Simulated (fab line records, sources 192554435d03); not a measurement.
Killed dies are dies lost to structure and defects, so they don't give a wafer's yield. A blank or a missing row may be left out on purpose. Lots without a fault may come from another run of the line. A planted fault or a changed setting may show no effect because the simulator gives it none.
fab line records | flow n5_finfet | part 1 of 2: steps 1 to 20 of 27
record lots=5 wafers=15 last_day=18
route steps=1938 shown BEOL_M7@1274
lots that met no fault: from a run of the same line without faults
start_h: hours from the record's first day to the start of the lot's first wafer shown | wait_h: hours since the lot's step before | " the same as in the row above | L1.1+2: a row that stands for several wafers | - no value, or no start given | * or withheld: withheld | < > ~ a bound
route shown NAME@n: a module of which the file shows steps, and the number in the route of the first | usual: mean/standard deviation of fault-free wafers | same: alike in all rows | chamber/n: place in a boat | sites: the reading at each site | _std_site: their standard deviation | _edge_site: outer sites' mean less inner sites' | radius_mm: how far each site lies from the wafer's centre | mask NAME#n: copy n | behind: the tool/chamber that last shaped the wafer | hold: why the lot was held/for how many hours/how that ended | device: the transistor (n, p or np) that didn't switch | end of line: the same wafers' tests at the end of the route | a step without rows: its recipe alone | killed: dies lost to structure and defects at the first sort, not the wafer's yield | map: a wafer's dies, x killed, . not, _ none there
set.NAME: the setting as run; set.NAME@STEP: as run at that earlier step | model.NAME: the simulator's own value behind a step, which no gauge read
lots at some steps of the route; a table a step, a row a wafer
services: from which hour (start_h, from the record's first day; less than 0 if before it) a tool's chamber was out of use, for how many hours, and why
## steps
# step N5_BEOL_M7_PEB_09
# recipe peb_temp_c=withheld peb_time_s=60 resist=CAR-ArF
# usual chill_plate_temp_C=22.99/0.11
# columns lot.wafer tool chamber start_h wait_h chill_plate_temp_C
L084.1 litho_track-02 0 241.55 0.1 23.13
L084.3 " 0 " " 23.32
L084.4 " 0 " " 23.07
L087.3 litho_track-04 0 321.19 0.0 22.98
L087.4 " 0 " " 22.96
L087.6 " 0 " " 22.98
L088.3 litho_track-02 0 329.76 0.0 22.92
L088.5 " 0 " " 22.92
L088.6 " 0 " " 23.01
L089.1 litho_track-05 0 335.04 0.1 23.10
L089.2 " 0 " " 22.86
L089.5 " 0 " " 23.07
L094.2 litho_track-05 0 339.15 0.0 22.89
L094.3 " 0 " " 23.02
L094.6 " 0 " " 22.93
# step N5_BEOL_M7_DEVELOP_10
# recipe develop_time_s=30 developer=TMAH resist=CAR-ArF rinse_liquid=diw dry=air_spin dev_temp_c=23
# usual chill_plate_temp_C=22.99/0.11
# columns lot.wafer tool chamber start_h wait_h chill_plate_temp_C
L084.1 litho_track-02 0 - - 23.12
L084.3 " 0 " " 22.89
L084.4 " 0 " " 23.05
L087.3 litho_track-04 0 - - 22.86
L087.4 " 0 " " 22.78
L087.6 " 0 " " 22.78
L088.3 litho_track-02 0 - - 23.20
L088.5 " 0 " " 23.18
L088.6 " 0 " " 23.17
L089.1 litho_track-05 0 - - 23.16
L089.2 " 0 " " 22.99
L089.5 " 0 " " 23.08
L094.2 litho_track-05 0 - - 23.07
L094.3 " 0 " " 22.90
L094.6 " 0 " " 22.98
# step N5_BEOL_M7_CD_MEAS_11
# recipe target_cd_nm=38.5 landing_energy_ev=500 detector=se_inlens polarity=opening
# usual cd_nm=38.6/0.58
# columns lot.wafer tool chamber start_h wait_h cd_nm
L084.1 cd_sem-02 0 241.61 - 37.4
L084.3 " 0 " " 38.6
L084.4 " 0 " " 37.9
L087.3 cd_sem-02 0 321.26 - 38.2
L087.4 " 0 " " 39.7
L087.6 " 0 " " 38.4
L088.3 cd_sem-03 0 329.83 - 38.5
L088.5 " 0 " " 38.9
L088.6 " 0 " " 38.6
L089.1 cd_sem-01 0 335.11 - 38.9
L089.2 " 0 " " 38.9
L089.5 " 0 " " 37.9
L094.2 cd_sem-01 0 339.22 - 39.2
L094.3 " 0 " " 39.3
L094.6 " 0 " " 39.0
# step N5_BEOL_M7_OVL_MEAS_12
# recipe points_per_wafer=44
# usual M7_OVL=-0.6/0.87
# columns lot.wafer tool chamber start_h wait_h M7_OVL[nm]
L084.1 overlay-01 0 241.64 0.0 -0.6
L084.3 " 0 " " -1.5
L084.4 " 0 " " -0.2
L087.3 overlay-02 0 321.29 0.0 0.0
L087.4 " 0 " " 0.5
L087.6 " 0 " " 0.1
L088.3 overlay-01 0 329.86 0.0 -1.0
L088.5 " 0 " " -0.4
L088.6 " 0 " " 0.8
L089.1 overlay-02 0 335.14 0.0 -1.3
L089.2 " 0 " " -1.2
L089.5 " 0 " " -1.9
L094.2 overlay-01 0 339.25 0.0 -0.3
L094.3 " 0 " " 0.1
L094.6 " 0 " " -0.4
# step N5_BEOL_M7_INSPECT_13
# recipe mode=adi inspect_instrument=brightfield
# usual raw_defect_count=415/100
# columns lot.wafer tool chamber start_h wait_h raw_defect_count
L084.1 defect_inspect-01 - 241.67 0.0 486
L084.3 " - " " 363
L084.4 " - " " 323
L087.3 defect_inspect-01 - 321.31 0.0 546
L087.4 " - " " 560
L087.6 " - " " 639
L088.3 defect_inspect-02 - 329.88 0.0 622
L088.5 " - " " 389
L088.6 " - " " 518
L089.1 defect_inspect-02 - 335.17 0.0 301
L089.2 " - " " 262
L089.5 " - " " 344
L094.2 defect_inspect-02 - 339.27 0.0 398
L094.3 " - " " 427
L094.6 " - " " 323
# step N5_BEOL_M7_DESCUM_16
# recipe chemistry=O2 time_s=7.9 source_power_w=50 bias_power_w=20 pressure_mtorr=20 rf_frequency_hz=2.712e+07 temp_c=40 resist=CAR-ArF o2_flow_sccm=225
# usual drypump_motor_current_A=5.7/0.35 oes_product_au=0.81/0.094 rf_vpp_V=242.9/1.3 showerhead_plenum_p_Torr=2.08/0.06 throttle_valve_pct=20.44/0.19
# columns lot.wafer tool chamber start_h wait_h drypump_motor_current_A oes_product_au rf_hours_counter_h rf_vpp_V showerhead_plenum_p_Torr throttle_valve_pct
L084.1 rie_diel-02 1 241.99 0.3 6.4 0.71 203 241.6 2.08 20.38
L084.3 " 0 " " 6.3 0.70 202 243.7 2.07 20.39
L084.4 " 3 " " 5.5 0.87 45 245.6 2.23 20.36
L087.3 rie_diel-04 2 321.34 0.0 6.0 0.96 3 242.1 2.07 20.05
L087.4 " 1 " " 5.4 0.77 125 241.1 2.01 20.57
L087.6 " 2 " " 6.0 0.97 - 244.1 2.07 20.07
L088.3 rie_diel-03 3 329.92 0.0 5.7 0.86 39 244.4 2.13 20.28
L088.5 " 3 " " 5.7 0.85 - 242.5 2.13 20.29
L088.6 " 2 " " 5.7 0.92 - 242.2 2.05 20.39
L089.1 rie_diel-04 0 335.35 0.2 5.5 0.68 239 242.6 2.06 20.55
L089.2 " 3 " " 6.1 0.84 82 244.3 2.05 20.39
L089.5 " 1 " " 5.4 0.76 - 242.8 2.01 20.57
L094.2 rie_diel-04 0 339.31 0.0 5.5 0.69 240 243.5 2.06 20.56
L094.3 " 1 " " 5.4 0.76 128 240.7 2.01 20.57
L094.6 " 0 " " 5.5 0.68 - 242.0 2.06 20.56
# step N5_BEOL_M7_ETCH_61
# recipe chemistry=CF4 target=SiARC target_depth_a=455 mask_material=CAR-ArF time_s=75.8 ion_energy_ev=80 pressure_mtorr=40 source_w=545 bias_w=36 Ar_flow_sccm=100 cf4_flow_sccm=100 ends=cleared
# usual drypump_motor_current_A=5.7/0.35 etch_rf_on_time_s=75.9/1.2 oes_product_au=0.69/0.077 rf_vpp_V=183.9/1.1 showerhead_plenum_p_Torr=2.12/0.058 throttle_valve_pct=15.60/0.22
# columns lot.wafer tool chamber start_h wait_h drypump_motor_current_A etch_rf_on_time_s oes_product_au rf_hours_counter_h rf_vpp_V showerhead_plenum_p_Torr throttle_valve_pct
L084.1 rie_diel-02 1 242.02 0.0 6.4 75.5 0.60 203 184.9 2.13 15.54
L084.3 " 0 " " 6.3 74.7 0.61 202 183.5 2.11 15.66
L084.4 " 3 " " 5.5 76.6 0.72 45 185.2 2.26 15.44
L087.3 rie_diel-04 2 321.38 0.0 6.0 75.2 0.82 3 184.0 2.12 15.17
L087.4 " 1 " " 5.4 74.2 0.65 125 182.5 2.06 15.73
L087.6 " 2 " " 6.0 75.0 0.82 - 183.9 2.12 15.15
L088.3 rie_diel-03 3 329.95 0.0 5.7 77.6 0.73 39 186.1 2.18 15.51
L088.5 " 3 " " 5.7 77.8 0.72 - 182.8 2.18 15.49
L088.6 " 2 " " 5.7 74.3 0.78 - 183.7 2.12 15.64
L089.1 rie_diel-04 0 335.39 0.0 5.5 75.9 0.59 239 185.3 2.11 15.78
L089.2 " 3 " " 6.1 76.5 0.71 82 182.5 2.07 15.41
L089.5 " 1 " " 5.4 75.2 0.65 - 182.5 2.06 15.73
L094.2 rie_diel-04 0 339.34 0.0 5.5 75.7 0.59 240 184.0 2.11 15.76
L094.3 " 1 " " 5.4 75.3 0.65 128 184.0 2.06 15.70
L094.6 " 0 " " 5.5 76.4 0.59 - 184.2 2.11 15.77
# step N5_BEOL_M7_ETCH_62
# recipe chemistry=N2/H2 target=SOC target_depth_a=1100 overetch_a=220 mask_material=SiARC temp_c=40 time_s=165 ion_energy_ev=200 pressure_mtorr=30 source_w=840 bias_w=150 n2_flow_sccm=200 h2_flow_sccm=200
# usual drypump_motor_current_A=5.7/0.35 h2_flow_sccm=200.0/0.57 oes_product_au=0.69/0.077 rf_vpp_V=523.4/2.2 showerhead_plenum_p_Torr=2.52/0.071 throttle_valve_pct=17.82/0.26
# columns lot.wafer tool chamber start_h wait_h drypump_motor_current_A h2_flow_sccm oes_product_au rf_hours_counter_h rf_vpp_V showerhead_plenum_p_Torr throttle_valve_pct
L084.1 rie_diel-02 1 242.08 0.0 6.4 199.3 0.60 203 524.0 2.52 17.69
L084.3 " 0 " " 6.3 200.8 0.60 202 522.9 2.51 17.77
L084.4 " 3 " " 5.6 199.2 0.72 45 527.2 2.68 17.57
L087.3 rie_diel-04 2 321.43 0.0 6.0 200.4 0.81 3 523.3 2.49 17.32
L087.4 " 1 " " 5.4 201.0 0.65 125 521.2 2.44 17.96
L087.6 " 2 " " 5.9 199.7 0.81 - 524.2 2.49 17.32
L088.3 rie_diel-03 3 330.01 0.0 5.7 200.3 0.73 39 526.0 2.60 17.67
L088.5 " 3 " " 5.7 199.8 0.73 - 527.1 2.60 17.66
L088.6 " 2 " " 5.6 199.8 0.77 - 522.9 2.49 17.86
L089.1 rie_diel-04 0 335.44 0.0 5.5 199.3 0.58 239 523.1 2.52 18.17
L089.2 " 3 " " 6.1 200.0 0.71 82 521.6 2.47 17.70
L089.5 " 1 " " 5.4 200.6 0.65 - 521.9 2.44 17.96
L094.2 rie_diel-04 0 339.40 0.0 5.6 200.1 0.58 240 523.1 2.52 18.18
L094.3 " 1 " " 5.4 199.9 0.65 128 521.1 2.44 17.97
L094.6 " 0 " " 5.5 200.7 0.59 - 523.1 2.52 18.17
# step N5_BEOL_M7_STRIP_68
# recipe chemistry=N2/H2 temp_c=40 n2_flow_sccm=200 h2_flow_sccm=200 rf_frequency_hz=6e+07
# columns lot.wafer tool chamber start_h wait_h
L084.1+3+4 rie_diel-02 1,0,3 242.21 0.1
L087.3+4+6 rie_diel-04 2,1,2 321.57 0.1
L088.3+5+6 rie_diel-03 3,3,2 330.14 0.1
L089.1+2+5 rie_diel-04 0,3,1 335.58 0.1
L094.2+3+6 rie_diel-04 0,1,0 339.54 0.1
# step N5_BEOL_M7_STRIP_67
# recipe chemistry=CF4 resist=SiARC power_w=300 bias_power_w=75 pressure_mtorr=50 cf4_flow_sccm=150 rf_frequency_hz=6e+07
# usual drypump_motor_current_A=5.7/0.35 oes_product_au=0.81/0.09 rf_vpp_V=270.9/1.5 showerhead_plenum_p_Torr=1.78/0.052 throttle_valve_pct=13.58/0.24
# columns lot.wafer tool chamber start_h wait_h drypump_motor_current_A oes_product_au rf_hours_counter_h rf_vpp_V showerhead_plenum_p_Torr throttle_valve_pct
L084.1 rie_diel-02 1 242.22 0.0 6.4 0.71 203 271.3 1.78 13.54
L084.3 " 0 " " 6.3 0.71 202 270.4 1.78 13.72
L084.4 " 3 " " 5.5 0.85 45 273.9 1.91 13.43
L087.3 rie_diel-04 2 321.58 0.0 6.0 0.95 3 268.9 1.78 13.10
L087.4 " 1 " " 5.4 0.77 125 270.9 1.73 13.69
L087.6 " 2 " " 6.0 0.95 - 270.4 1.78 13.09
L088.3 rie_diel-03 3 330.15 0.0 5.6 0.86 39 273.1 1.83 13.48
L088.5 " 3 " " 5.7 0.86 - 272.2 1.83 13.49
L088.6 " 2 " " 5.7 0.91 - 270.2 1.77 13.55
L089.1 rie_diel-04 0 335.59 0.0 5.5 0.70 239 271.0 1.77 13.83
L089.2 " 3 " " 6.0 0.84 82 269.5 1.73 13.36
L089.5 " 1 " " 5.4 0.76 - 270.4 1.72 13.68
L094.2 rie_diel-04 0 339.55 0.0 5.5 0.69 240 271.4 1.77 13.81
L094.3 " 1 " " 5.4 0.76 128 269.6 1.72 13.70
L094.6 " 0 " " 5.5 0.69 - 271.9 1.77 13.81
# step N5_BEOL_M7_HM_OPEN_17
# recipe chemistry=Cl2/BCl3 target_depth_a=200 overetch_a=60 target=TiN mask_material=SOC ion_energy_ev=150 pressure_mtorr=10 icp_w=1000 bias_w=126 Cl2_flow_sccm=53.25 bcl3_flow_sccm=21.75 Ar_flow_sccm=25
# usual drypump_motor_current_A=5.9/0.35 oes_product_au=0.69/0.048 throttle_valve_pct=22.16/0.15
# columns lot.wafer tool chamber start_h wait_h drypump_motor_current_A oes_product_au rf_hours_counter_h throttle_valve_pct
L084.1 rie_metal-02 0 242.26 0.0 6.2 0.75 14 22.12
L084.3 " 0 " " 6.2 0.75 - 22.13
L084.4 " 1 " " 5.3 0.70 - 22.37
L087.3 rie_metal-02 0 321.65 0.1 6.2 0.73 - 22.14
L087.4 " 1 " " 5.3 0.69 - 22.39
L087.6 " 1 " " 5.3 0.69 - 22.40
L088.3 rie_metal-02 1 330.22 0.1 5.3 0.68 - 22.41
L088.5 " 1 " " 5.3 0.68 - 22.41
L088.6 " 0 " " 6.2 0.72 - 22.17
L089.1 rie_metal-03 1 335.63 0.0 6.0 0.66 38 22.28
L089.2 " 0 " " 6.0 0.60 62 21.96
L089.5 " 1 " " 6.0 0.66 - 22.24
L094.2 rie_metal-03 0 339.59 0.0 5.9 0.61 62 21.97
L094.3 " 1 " " 6.0 0.67 - 22.25
L094.6 " 1 " " 6.0 0.67 - 22.25
# step N5_BEOL_M7_STRIP_19
# recipe chemistry=O2 power_w=400 temp_c=40 pressure_mtorr=30 rf_frequency_hz=6e+07 bias_power_w=0 overash_fraction=0.2 o2_flow_sccm=225
# usual drypump_motor_current_A=5.8/0.4 oes_product_au=0.79/0.091 rf_vpp_V=3.7/0.56 showerhead_plenum_p_Torr=2.09/0.063 throttle_valve_pct=16.69/0.19
# columns lot.wafer tool chamber start_h wait_h drypump_motor_current_A oes_product_au rf_hours_counter_h rf_vpp_V showerhead_plenum_p_Torr throttle_valve_pct
L084.1 rie_diel-04 1 242.44 0.1 5.4 0.79 103 3.6 2.03 16.76
L084.3 " 3 " " 6.1 0.88 62 4.1 2.06 16.56
L084.4 " 2 " " 6.0 0.69 237 4.0 2.08 16.67
L087.3 rie_diel-02 0 321.73 0.1 6.3 0.69 225 3.7 2.07 16.76
L087.4 " 1 " " 6.4 0.71 227 3.0 2.08 16.67
L087.6 " 0 " " 6.3 0.69 - 3.9 2.07 16.78
L088.3 rie_diel-03 3 330.31 0.1 5.7 0.86 39 3.1 2.13 16.54
L088.5 " 2 " " 5.7 0.91 - 3.8 2.05 16.62
L088.6 " 0 " " 5.5 0.70 - 3.7 1.99 17.06
L089.1 rie_diel-03 3 335.78 0.1 5.7 0.87 40 2.3 2.13 16.55
L089.2 " 0 " " 5.5 0.70 223 3.9 1.99 17.07
L089.5 " 0 " " 5.4 0.70 - 4.2 1.99 17.08
L094.2 rie_diel-02 0 339.70 0.1 6.3 0.69 229 3.2 2.06 16.77
L094.3 " 2 " " 6.3 0.81 85 3.0 2.14 16.61
L094.6 " 2 " " 6.4 0.81 - 4.4 2.14 16.61
# step N5_BEOL_M7_CD_MEAS_18
# recipe pitch_nm=80 target_cd_nm=40
# usual cd_nm=40.1/0.66
# columns lot.wafer tool chamber start_h wait_h cd_nm
L084.1 cd_sem-03 - 242.50 0.0 38.8
L084.3 " - " " 40.1
L084.4 " - " " 39.4
L087.3 cd_sem-03 - 321.81 0.1 41.0
L087.4 " - " " 41.0
L087.6 " - " " 40.6
L088.3 cd_sem-01 - 330.38 0.1 40.0
L088.5 " - " " 40.4
L088.6 " - " " 40.4
L089.1 cd_sem-02 - 335.85 0.0 40.2
L089.2 " - " " 39.4
L089.5 " - " " 39.3
L094.2 cd_sem-01 - 339.77 0.1 40.8
L094.3 " - " " 40.4
L094.6 " - " " 40.6
# step N5_BEOL_M7_COAT_63
# recipe resist=SOC temp_c=250 time_s=60 spin_rpm=1500 resist_thk_nm=60
# usual chill_plate_temp_C=23.02/0.1
# columns lot.wafer tool chamber start_h wait_h chill_plate_temp_C
L084.1 litho_track-04 0 242.55 0.0 22.93
L084.3 " 0 " " 22.96
L084.4 " 0 " " 23.01
L087.3 litho_track-02 0 325.47 3.7 22.82
L087.4 " 0 " " 22.91
L087.6 " 0 " " 23.06
L088.3 litho_track-02 0 333.21 2.8 23.01
L088.5 " 0 " " 23.00
L088.6 " 0 " " 23.15
L089.1 litho_track-04 0 337.27 1.4 23.31
L089.2 " 0 " " 23.09
L089.5 " 0 " " 23.01
L094.2 litho_track-02 0 344.16 4.4 23.13
L094.3 " 0 " " 23.19
L094.6 " 0 " " 22.93
# step N5_BEOL_M7_COAT_64
# recipe resist=SiARC temp_c=220 time_s=60 spin_rpm=1500 resist_thk_nm=12
# usual chill_plate_temp_C=22.98/0.11
# columns lot.wafer tool chamber start_h wait_h chill_plate_temp_C
L084.1 litho_track-04 0 - - 23.03
L084.3 " 0 " " 22.87
L084.4 " 0 " " 23.05
L087.3 litho_track-02 0 - - 23.17
L087.4 " 0 " " 23.00
L087.6 " 0 " " 22.95
L088.3 litho_track-02 0 - - 22.96
L088.5 " 0 " " 23.04
L088.6 " 0 " " 23.06
L089.1 litho_track-04 0 - - 22.98
L089.2 " 0 " " 23.16
L089.5 " 0 " " 23.11
L094.2 litho_track-02 0 - - 22.69
L094.3 " 0 " " 22.85
L094.6 " 0 " " 22.85
# step N5_BEOL_M7_COAT_71
# recipe resist=underlayer temp_c=205 time_s=60 spin_rpm=1500 resist_thk_nm=5
# usual chill_plate_temp_C=23.01/0.1
# columns lot.wafer tool chamber start_h wait_h chill_plate_temp_C
L084.1 litho_track-04 0 - - 23.10
L084.3 " 0 " " 23.00
L084.4 " 0 " " 23.05
L087.3 litho_track-02 0 - - 23.00
L087.4 " 0 " " 22.96
L087.6 " 0 " " 22.89
L088.3 litho_track-02 0 - - 22.88
L088.5 " 0 " " 23.03
L088.6 " 0 " " 22.96
L089.1 litho_track-04 0 - - 23.07
L089.2 " 0 " " 23.08
L089.5 " 0 " " 23.21
L094.2 litho_track-02 0 - - 23.04
L094.3 " 0 " " 23.05
L094.6 " 0 " " 23.00
# step N5_BEOL_M7_COAT_22
# recipe resist=CAR-EUV spin_rpm=1500 resist_thk_nm=30
# usual chill_plate_temp_C=23.02/0.13
# columns lot.wafer tool chamber start_h wait_h chill_plate_temp_C
L084.1 litho_track-04 0 - - 23.12
L084.3 " 0 " " 23.13
L084.4 " 0 " " 23.07
L087.3 litho_track-02 0 - - 23.19
L087.4 " 0 " " 23.17
L087.6 " 0 " " 22.93
L088.3 litho_track-02 0 - - 23.08
L088.5 " 0 " " 23.24
L088.6 " 0 " " 23.14
L089.1 litho_track-04 0 - - 23.00
L089.2 " 0 " " 23.00
L089.5 " 0 " " 22.98
L094.2 litho_track-02 0 - - 22.93
L094.3 " 0 " " 22.94
L094.6 " 0 " " 22.98
# step N5_BEOL_M7_EBR_24
# recipe solvent=PGMEA ebr_width_mm=1.5
# usual chill_plate_temp_C=22.98/0.11
# columns lot.wafer tool chamber start_h wait_h chill_plate_temp_C
L084.1 litho_track-04 0 - - 22.92
L084.3 " 0 " " 23.07
L084.4 " 0 " " 23.00
L087.3 litho_track-02 0 - - 22.84
L087.4 " 0 " " 22.91
L087.6 " 0 " " 22.94
L088.3 litho_track-02 0 - - 23.03
L088.5 " 0 " " 23.04
L088.6 " 0 " " 23.10
L089.1 litho_track-04 0 - - 22.97
L089.2 " 0 " " 23.08
L089.5 " 0 " " 22.96
L094.2 litho_track-02 0 - - 23.08
L094.3 " 0 " " 22.92
L094.6 " 0 " " 22.99
# step N5_BEOL_M7_SOFTBAKE_23
# recipe temp_c=110 time_s=60 resist=CAR-EUV
# usual chill_plate_temp_C=23.00/0.1
# columns lot.wafer tool chamber start_h wait_h chill_plate_temp_C
L084.1 litho_track-04 0 - - 23.02
L084.3 " 0 " " 23.02
L084.4 " 0 " " 23.07
L087.3 litho_track-02 0 - - 23.14
L087.4 " 0 " " 23.12
L087.6 " 0 " " 23.14
L088.3 litho_track-02 0 - - 23.09
L088.5 " 0 " " 22.89
L088.6 " 0 " " 23.10
L089.1 litho_track-04 0 - - 22.97
L089.2 " 0 " " 22.98
L089.5 " 0 " " 22.86
L094.2 litho_track-02 0 - - 22.82
L094.3 " 0 " " 22.99
L094.6 " 0 " " 22.91
# step N5_BEOL_M7_EXPOSE_25
# recipe mask_id=V6 na=0.33 source_shape=annular sigma_inner=0.4 sigma_outer=0.8 polarization=unpolarized target_cd_nm=40 dose_mj=42.5
# same na=0.33
# columns lot.wafer tool chamber start_h wait_h mask
L084.1+3+4 euv_scanner-01 0 242.69 - V6#0
L087.3+4+6 euv_scanner-01 0 325.62 - V6#0
L088.3+5+6 euv_scanner-01 0 333.40 - V6#0
L089.1+2+5 euv_scanner-01 0 337.58 - V6#0
L094.2+3+6 euv_scanner-02 0 344.42 - V6#0
